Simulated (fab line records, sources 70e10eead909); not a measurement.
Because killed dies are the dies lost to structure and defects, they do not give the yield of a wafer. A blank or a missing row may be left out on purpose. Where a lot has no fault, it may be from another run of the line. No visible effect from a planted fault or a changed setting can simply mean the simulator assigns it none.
fab line records    flow nandHarc
record: lots: 6  wafers: 18  lastDay: 33
route steps=1302 shown P_GATE@201 END@1302
lots untouched by any fault: they come from a run of this same line in which no faults occurred
startH: hours from the record's opening day to when the first of the lot's shown wafers began    waitH: hours elapsed since this lot's preceding step    " the same as in the row above    L1.1+2: one row covering several wafers at once    - either no value or no given start    * or withheld: withheld    < > ~ a bound
route shown NAME@n: names a module that has steps shown in the file, with the first one's number in the route    usual: mean and standard deviation over wafers with no fault    same: alike in all rows    chamber/n: place in a boat    sites: readings site by site    _std_site: their standard deviation    _edge_site: the outer-site mean with the inner-site mean subtracted    radiusMm: how far each site lies from the wafer's centre    mask NAME#n: copy n    behind: the last tool/chamber to shape the wafer    hold: cause of the lot's hold/its duration in hours/its outcome    device: which transistor (n, p or np) failed to switch    end of line: the route-end tests of the same wafers    step lacking rows: just its recipe    killed: dies that structure and defects cost at the first sort, which is not the same as the wafer's yield    map: a wafer's dies, x killed, . not, _ none there
set.NAME: setting as actually run; set.NAME@STEP: the setting as run at that earlier step    model.NAME: the simulator's own value behind a step, which no gauge read
certain route steps with their lots: each step a table, each wafer a row
services: when a tool's chamber went out of use (startH, in hours from the record's first day, below 0 if earlier), for how many hours, and the reason
== steps ==
step: NHARC_P_GATE_HARDBAKE_92
recipe: tempC: 125  timeS: 80
step: NHARC_P_GATE_DESCUM_93
recipe: timeS: 3  o2FlowSccm: 200  arFlowSccm: 0  biasPowerW: 0  chemistry: O2
usual: drypumpMotorCurrentA: 5.8/0.61  oesProductAu: 0.998/0.0095  rfVppV: 57.8/0.83  showerheadPlenumPTorr: 1.88/0.065  throttleValvePct: 11.310/0.0093
same: timeS: 3
lot.wafer  tool        chamber  startH  waitH  drypumpMotorCurrentA  oesProductAu  rfHoursCounterH  rfVppV  showerheadPlenumPTorr  throttleValvePct
L712.2     rieDiel-09  0        177.83  -      4.9                   0.993         0.9              56.6    1.79                   11.313
L712.4     "           1        "       "      5.5                   0.986         1.4              58.9    1.91                   11.307
L712.5     "           3        "       "      5.2                   0.989         -                57.8    1.88                   11.310
L721.3     rieDiel-04  3        276.38  -      6.6                   1.016         5.9              57.0    1.88                   11.313
L721.2     "           2        "       "      5.8                   1.003         5.0              58.2    1.98                   11.316
L721.5     "           0        "       "      5.6                   1.019         -                59.0    1.93                   11.322
L722.4     rieDiel-09  0        289.30  -      4.9                   0.996         6.9              57.7    1.79                   11.310
L722.1     "           1        "       "      5.4                   0.992         6.3              57.9    1.91                   11.309
L722.3     "           2        "       "      6.3                   0.986         6.6              57.6    1.95                   11.300
L723.4     rieDiel-09  0        294.09  -      4.9                   1.011         7.5              56.5    1.79                   11.312
L723.2     "           1        "       "      5.4                   0.998         6.7              59.0    1.91                   11.287
L723.6     "           1        "       "      5.4                   1.006         -                57.4    1.91                   11.316
L727.1     rieDiel-09  2        335.47  -      6.3                   0.990         0.1              58.5    1.95                   11.292
L727.3     "           3        "       "      5.2                   1.000         0.1              56.8    1.87                   11.314
L727.4     "           0        "       "      4.9                   1.010         -                57.3    1.79                   11.298
L728.2     rieDiel-04  3        341.99  -      6.6                   0.997         10.7             57.1    1.88                   11.316
L728.1     "           1        "       "      5.7                   0.988         10.4             56.3    1.79                   11.293
L728.5     "           0        "       "      5.6                   1.014         -                58.0    1.92                   11.305
step: NHARC_P_GATE_IMPLANT_94
recipe: energyKev: 60  doseCm2: 2e+15  tiltDeg: 7
step: NHARC_P_GATE_STRIP_113
recipe: powerW: 1500  tempC: 110  timeS: 740  chemistry: N2/H2
usual: drypumpMotorCurrentA: 5.6/0.44  heaterPowerW: 84/10
same: timeS: 740
lot.wafer  tool            chamber  startH  waitH  drypumpMotorCurrentA  heaterPowerW  rfHoursCounterH
L712.2     plasmaAsher-02  0        178.30  0.3    5.7                   92            20
L712.4     "               1        "       "      5.0                   92            -
L712.5     "               1        "       "      5.0                   93            -
L721.2     plasmaAsher-02  0        276.89  0.3    5.7                   99            3
L721.3     "               1        "       "      5.0                   95            -
L721.5     "               0        "       "      5.7                   99            -
L722.1     plasmaAsher-02  1        289.66  0.2    5.0                   95            5
L722.4     "               1        "       "      5.0                   94            -
L722.3     "               0        "       "      5.8                   95            -
L723.2     plasmaAsher-02  1        294.45  0.2    5.0                   94            7
L723.4     "               0        "       "      5.7                   95            -
L723.6     "               1        "       "      5.0                   95            -
L727.1     plasmaAsher-02  0        335.97  0.3    5.8                   96            13
L727.4     "               1        "       "      5.0                   97            -
L727.3     "               0        "       "      5.8                   96            -
L728.1     plasmaAsher-02  1        342.57  0.4    5.0                   95            15
L728.2     "               0        "       "      5.7                   98            15
L728.5     "               1        "       "      5.0                   97            -
step: NHARC_P_GATE_STRIP_95
recipe: powerW: 1500  tempC: 250  chemistry: O2
usual: drypumpMotorCurrentA: 5.6/0.44  heaterPowerW: 314/37
lot.wafer  tool            chamber  startH  waitH  drypumpMotorCurrentA  heaterPowerW  rfHoursCounterH
L712.2     plasmaAsher-02  0        178.91  0.5    5.7                   335           21
L712.4     "               1        "       "      5.0                   347           -
L712.5     "               1        "       "      5.0                   346           -
L721.2     plasmaAsher-02  0        277.52  0.5    5.7                   350           4
L721.3     "               1        "       "      5.0                   359           -
L721.5     "               0        "       "      5.7                   355           -
L722.1     plasmaAsher-02  1        290.38  0.6    5.0                   361           6
L722.4     "               1        "       "      5.0                   351           -
L722.3     "               0        "       "      5.7                   369           -
L723.2     plasmaAsher-02  1        295.16  0.6    5.0                   368           8
L723.4     "               0        "       "      5.7                   359           -
L723.6     "               1        "       "      5.0                   352           -
L727.1     plasmaAsher-02  0        336.57  0.5    5.7                   361           14
L727.4     "               1        "       "      5.0                   354           -
L727.3     "               0        "       "      5.7                   359           -
L728.1     plasmaAsher-02  1        343.28  0.6    5.0                   353           15
L728.2     "               0        "       "      5.7                   367           15
L728.5     "               1        "       "      5.0                   349           -
step: NHARC_P_GATE_STRIP_96
recipe: timeS: 900  tempC: 130  chemistry: SPM
step: NHARC_P_GATE_RTA_64
recipe: tempC: 1050  timeS: 1
usual: annealTempCMax: 1055.1/0.93  lampPowerPct: 35.0/1.6  lamp_zone_3_pct: 35.0/1.6  wafer_temp_C_max: 1058.9/1.6
same: timeS: 1
lot.wafer  tool          chamber  startH  waitH  annealTempCMax  lampPowerPct  lamp_zone_3_pct  wafer_temp_C_max
L712.2     rtpAnneal-02  0        179.49  -      1055.4          33.4          33.3             1059.1
L712.4     "             0        "       "      1055.5          33.3          33.3             1059.7
L712.5     "             0        "       "      1054.9          33.3          33.3             1057.5
L721.2     rtpAnneal-01  0        278.11  -      1055.0          36.6          36.6             1057.2
L721.3     "             0        "       "      1055.5          36.7          36.6             1061.6
L721.5     "             0        "       "      1056.6          36.6          36.6             1058.1
L722.1     rtpAnneal-01  0        290.94  -      1055.5          36.6          36.7             1057.9
L722.3     "             0        "       "      1055.7          36.6          36.6             1057.3
L722.4     "             0        "       "      1055.3          36.7          36.6             1056.7
L723.2     rtpAnneal-02  0        295.75  -      1054.6          33.3          33.3             1061.8
L723.4     "             0        "       "      1054.5          33.3          33.3             1056.6
L723.6     "             0        "       "      1055.6          33.3          33.2             1058.1
L727.1     rtpAnneal-01  0        337.28  -      1055.8          36.6          36.6             1058.8
L727.3     "             0        "       "      1056.2          36.6          36.6             1057.2
L727.4     "             0        "       "      1056.5          36.6          36.6             1060.2
L728.1     rtpAnneal-01  0        343.85  -      1054.8          36.6          36.6             1062.3
L728.2     "             0        "       "      1055.1          36.6          36.6             1063.0
L728.5     "             0        "       "      1057.6          36.6          36.7             1058.7
step: NHARC_P_GATE_ETCH_77
recipe: targetDepthA: 60  chemistry: dHF  material: SiO2
step: NHARC_P_GATE_DEGAS_109
recipe: tempC: 300  timeS: 60
usual: heaterPowerW: 459/38
same: timeS: 60
lot.wafer  tool           chamber  startH  waitH  heaterPowerW
L712.2     pvdSputter-01  -        179.78  0.1    435
L712.4     "              -        "       "      448
L712.5     "              -        "       "      432
L721.2     pvdSputter-01  -        278.39  0.1    481
L721.3     "              -        "       "      445
L721.5     "              -        "       "      485
L722.4     pvdSputter-03  -        291.24  0.1    389
L722.1     "              -        "       "      500
L722.3     "              -        "       "      494
L723.4     pvdSputter-01  -        296.03  0.1    499
L723.2     "              -        "       "      474
L723.6     "              -        "       "      493
L727.1     pvdSputter-02  -        337.59  0.1    413
L727.3     "              -        "       "      430
L727.4     "              -        "       "      491
L728.1     pvdSputter-03  -        344.20  0.1    503
L728.2     "              -        "       "      491
L728.5     "              -        "       "      381
step: NHARC_P_GATE_PRE_CLEAN_110
recipe: timeS: 30  biasV: 200  gas: Ar
step: NHARC_P_GATE_SPUTTER_78
recipe: targetThkA: 100  material: Ni
step: NHARC_P_GATE_SPUTTER_79
recipe: targetThkA: 100  material: TiN
step: NHARC_P_GATE_RTA_80
recipe: tempC: 300  timeS: 30
usual: annealTempCMax: 301.46/0.29  lampPowerPct: 2.11/0.095  lamp_zone_3_pct: 2.11/0.095  timeS: 30/0  wafer_temp_C_max: 302.5/0.46
lot.wafer  tool          chamber  startH  waitH  annealTempCMax  lampPowerPct  lamp_zone_3_pct  timeS  wafer_temp_C_max
L712.2     rtpAnneal-02  0        180.27  -      301.23          1.98          1.98             30     302.1
L712.4     "             0        "       "      301.56          1.98          1.98             30     302.0
L712.5     "             0        "       "      301.25          1.98          1.98             30     301.9
L721.2     rtpAnneal-01  -        278.71  -      -               -             -                -      -
L721.3     "             -        "       "      -               -             -                -      -
L721.5     "             -        "       "      -               -             -                -      -
L722.1     rtpAnneal-02  -        291.54  -      -               -             -                -      -
L722.3     "             -        "       "      -               -             -                -      -
L722.4     "             -        "       "      -               -             -                -      -
L723.2     rtpAnneal-01  0        296.35  -      301.55          2.19          2.19             30     302.7
L723.4     "             0        "       "      301.82          2.19          2.19             30     302.3
L723.6     "             0        "       "      301.71          2.19          2.19             30     303.6
L727.1     rtpAnneal-01  0        337.88  -      300.85          2.18          2.18             30     302.3
L727.3     "             0        "       "      301.04          2.18          2.18             30     302.5
L727.4     "             0        "       "      301.20          2.18          2.18             30     302.2
L728.1     rtpAnneal-02  0        344.48  -      301.43          1.98          1.98             30     303.0
L728.2     "             0        "       "      301.38          1.98          1.98             30     303.5
L728.5     "             0        "       "      301.72          1.98          1.98             30     303.1
step: NHARC_P_GATE_STRIP_67
recipe: timeS: 600  tempC: 130  chemistry: SPM
step: NHARC_END_SORT_01
recipe: tempC: 25
usual: killedAtArray: 55/12  killedAtOther: 1.0/1.2  killedAtPeriphery: 3.9/2.6  killedDies: 60/12  killedOpen: 3.3/1.9  killedShort: 2.5/1.8
same: grossDies: 677
lot.wafer  tool       chamber  startH  waitH  killedAtArray  killedAtOther  killedAtPeriphery  killedDies  killedOpen  killedShort
L721.2     prober-02  0        706.45  2.8    58             1              618                677         1           4
L721.3     prober-02  0        707.25  3.1    52             0              625                677         3           0
L721.5     prober-02  0        708.84  3.7    50             0              627                677         2           2
L722.1     prober-01  0        731.84  2.5    56             3              618                677         4           1
L722.3     prober-01  0        733.46  3.1    51             0              626                677         3           1
L722.4     prober-01  0        734.26  3.4    59             0              618                677         1           4
killed by level:class
L721.2 P_GATE:areaRta=614 A_SLIT:chamberFilmFlake=26 A_CHANNEL_HOLE_D2:chamberFilmFlake=19 A_CHANNEL_HOLE_D1:chamberFilmFlake=6 A_CONTACT:chamberFilmFlake=3 P_GATE:geometricParticle:open=1 P_M1:geometricParticle:short=1 A_CHANNEL_HOLE_D1:geometricParticle:short=1
L721.3 P_GATE:areaRta=623 A_SLIT:chamberFilmFlake=24 A_CHANNEL_HOLE_D2:chamberFilmFlake=17 A_CHANNEL_HOLE_D1:chamberFilmFlake=4 A_CONTACT:chamberFilmFlake=3 A_CHANNEL_FILL_D1:geometricParticle:open=2 A_M0:geometricParticle:open=1 P_GATE:chamberFilmFlake=1
L721.5 P_GATE:areaRta=626 A_SLIT:chamberFilmFlake=25 A_CHANNEL_HOLE_D2:chamberFilmFlake=15 A_CHANNEL_HOLE_D1:chamberFilmFlake=2 A_CONTACT:chamberFilmFlake=2 A_ONON_D2:geometricParticle:short=1 A_WL_FILL:geometricParticle:open=1 A_CONTACT:geometricParticle:short=1
L722.1 P_GATE:areaRta=617 A_SLIT:chamberFilmFlake=32 A_CHANNEL_HOLE_D1:chamberFilmFlake=8 A_CONTACT:chamberFilmFlake=6 THIN_TSV:chamberFilmFlake=3 A_CHANNEL_FILL_D1:chamberFilmFlake=2 A_STAIRCASE:chamberFilmFlake=2 A_DECK1_JOINT:geometricParticle:open=1
L722.3 P_GATE:areaRta=622 A_SLIT:chamberFilmFlake=31 A_CHANNEL_HOLE_D1:chamberFilmFlake=7 A_CONTACT:chamberFilmFlake=4 P_STI:chamberFilmFlake=2 A_DECK1_JOINT:chamberFilmFlake=2 A_WL_FILL:chamberFilmFlake=2 A_DECK1_JOINT:geometricParticle:open=1
L722.4 P_GATE:areaRta=613 A_SLIT:chamberFilmFlake=35 A_CHANNEL_HOLE_D1:chamberFilmFlake=9 A_CONTACT:chamberFilmFlake=5 P_STI:chamberFilmFlake=3 A_CHANNEL_FILL_D2:geometricParticle:short=2 P_GATE:chamberFilmFlake=2 A_ONON_D1:geometricParticle:open=1
map L721.2 (x killed, . not)
____________x____________
_________xxxxxxx_________
_______xxxxxxxxxxx_______
______xxxxxxxxxxxxx______
_____xxxxxxxxxxxxxxx_____
____xxxxxxxxxxxxxxxxx____
____xxxxxxxxxxxxxxxxx____
___xxxxxxxxxxxxxxxxxxx___
___xxxxxxxxxxxxxxxxxxx___
__xxxxxxxxxxxxxxxxxxxxx__
__xxxxxxxxxxxxxxxxxxxxx__
_xxxxxxxxxxxxxxxxxxxxxxx_
_xxxxxxxxxxxxxxxxxxxxxxx_
_xxxxxxxxxxxxxxxxxxxxxxx_
_xxxxxxxxxxxxxxxxxxxxxxx_
_xxxxxxxxxxxxxxxxxxxxxxx_
xxxxxxxxxxxxxxxxxxxxxxxxx
xxxxxxxxxxxxxxxxxxxxxxxxx
xxxxxxxxxxxxxxxxxxxxxxxxx
xxxxxxxxxxxxxxxxxxxxxxxxx
xxxxxxxxxxxxxxxxxxxxxxxxx
_xxxxxxxxxxxxxxxxxxxxxxx_
_xxxxxxxxxxxxxxxxxxxxxxx_
_xxxxxxxxxxxxxxxxxxxxxxx_
_xxxxxxxxxxxxxxxxxxxxxxx_
_xxxxxxxxxxxxxxxxxxxxxxx_
__xxxxxxxxxxxxxxxxxxxxx__
__xxxxxxxxxxxxxxxxxxxxx__
___xxxxxxxxxxxxxxxxxxx___
___xxxxxxxxxxxxxxxxxxx___
____xxxxxxxxxxxxxxxxx____
____xxxxxxxxxxxxxxxxx____
_____xxxxxxxxxxxxxxx_____
______xxxxxxxxxxxxx______
_______xxxxxxxxxxx_______
_________xxxxxxx_________
____________x____________
map L722.1 (x killed, . not)
____________x____________
_________xxxxxxx_________
_______xxxxxxxxxxx_______
______xxxxxxxxxxxxx______
_____xxxxxxxxxxxxxxx_____
____xxxxxxxxxxxxxxxxx____
____xxxxxxxxxxxxxxxxx____
___xxxxxxxxxxxxxxxxxxx___
___xxxxxxxxxxxxxxxxxxx___
__xxxxxxxxxxxxxxxxxxxxx__
__xxxxxxxxxxxxxxxxxxxxx__
_xxxxxxxxxxxxxxxxxxxxxxx_
_xxxxxxxxxxxxxxxxxxxxxxx_
_xxxxxxxxxxxxxxxxxxxxxxx_
_xxxxxxxxxxxxxxxxxxxxxxx_
_xxxxxxxxxxxxxxxxxxxxxxx_
xxxxxxxxxxxxxxxxxxxxxxxxx
xxxxxxxxxxxxxxxxxxxxxxxxx
xxxxxxxxxxxxxxxxxxxxxxxxx
xxxxxxxxxxxxxxxxxxxxxxxxx
xxxxxxxxxxxxxxxxxxxxxxxxx
_xxxxxxxxxxxxxxxxxxxxxxx_
_xxxxxxxxxxxxxxxxxxxxxxx_
_xxxxxxxxxxxxxxxxxxxxxxx_
_xxxxxxxxxxxxxxxxxxxxxxx_
_xxxxxxxxxxxxxxxxxxxxxxx_
__xxxxxxxxxxxxxxxxxxxxx__
__xxxxxxxxxxxxxxxxxxxxx__
___xxxxxxxxxxxxxxxxxxx___
___xxxxxxxxxxxxxxxxxxx___
____xxxxxxxxxxxxxxxxx____
____xxxxxxxxxxxxxxxxx____
_____xxxxxxxxxxxxxxx_____
______xxxxxxxxxxxxx______
_______xxxxxxxxxxx_______
_________xxxxxxx_________
____________x____________
== services ==
tool            chamber  startH  hours  kind
pvdSputter-03   -        159.58  1.4    repair
pvdSputter-03   -        168.24  3.4    repair
rieDiel-09      0        176.60  -      clean
rieDiel-04      -        177.90  9.0    pm
pvdSputter-01   -        226.00  10.0   pm
rieDiel-04      2        232.60  11.0   repair
rieDiel-09      2        233.44  7.4    repair
pvdSputter-03   -        235.28  4.8    repair
plasmaAsher-02  -        249.23  9.0    pm
plasmaAsher-02  0        249.23  9.0    ventCycle
plasmaAsher-02  1        249.23  9.0    ventCycle
plasmaAsher-02  0        258.23  -      clean
plasmaAsher-02  1        258.23  -      clean
pvdSputter-02   -        260.43  9.8    repair
plasmaAsher-02  -        267.15  9.2    repair
pvdSputter-02   -        286.08  10.0   pm
rieDiel-04      3        294.22  8.4    repair
rieDiel-04      0        298.58  8.8    repair
rieDiel-09      0        309.45  8.7    repair
plasmaAsher-02  -        311.32  9.8    repair
rieDiel-09      -        320.10  9.0    pm
pvdSputter-03   -        328.09  1.5    repair
rieDiel-09      1        334.70  35.7   repair
pvdSputter-02   -        342.96  7.3    repair
== key ==
firstSign: step: NHARC_P_GATE_RTA_80  reading: toolRecord  direction: missing
effect: step: NHARC_END_SORT_01  reading: killedAtPeriphery  direction: up  sigmas: 99+  usual: 3.9  struck: 622
moreKillsBornAt: NHARC_P_GATE_RTA_80@rtpAnneal-01: 1863  NHARC_P_GATE_RTA_80@rtpAnneal-02: 1852
metAt NHARC_P_GATE_RTA_80
struckWafers L721.2,L721.3,L721.5,L722.1,L722.3,L722.4
laterRowsLeftOut L721.2,L721.3,L721.5,L722.1,L722.3,L722.4
testerLeftOut L721,L722
onsetBetween 180.27 278.71
fault: kind: skippedStepWhole  tool: rtpAnneal-01,rtpAnneal-02  chamber: -  onsetH: 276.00  steps: NHARC_P_GATE_RTA_80  scope: struckLotsOnly
testerLeftOut: of these lots the tester's yield and bins aren't shown, on N5 and GAA mostly nor the transistor test; their killed dies are dies lost to structure and defects alone, not to doping, threshold or leakage, so they don't give the yield
laterRowsLeftOut: the simulator's readings of these wafers behind a module that went badly wrong aren't trusted and aren't shown, but for the sort
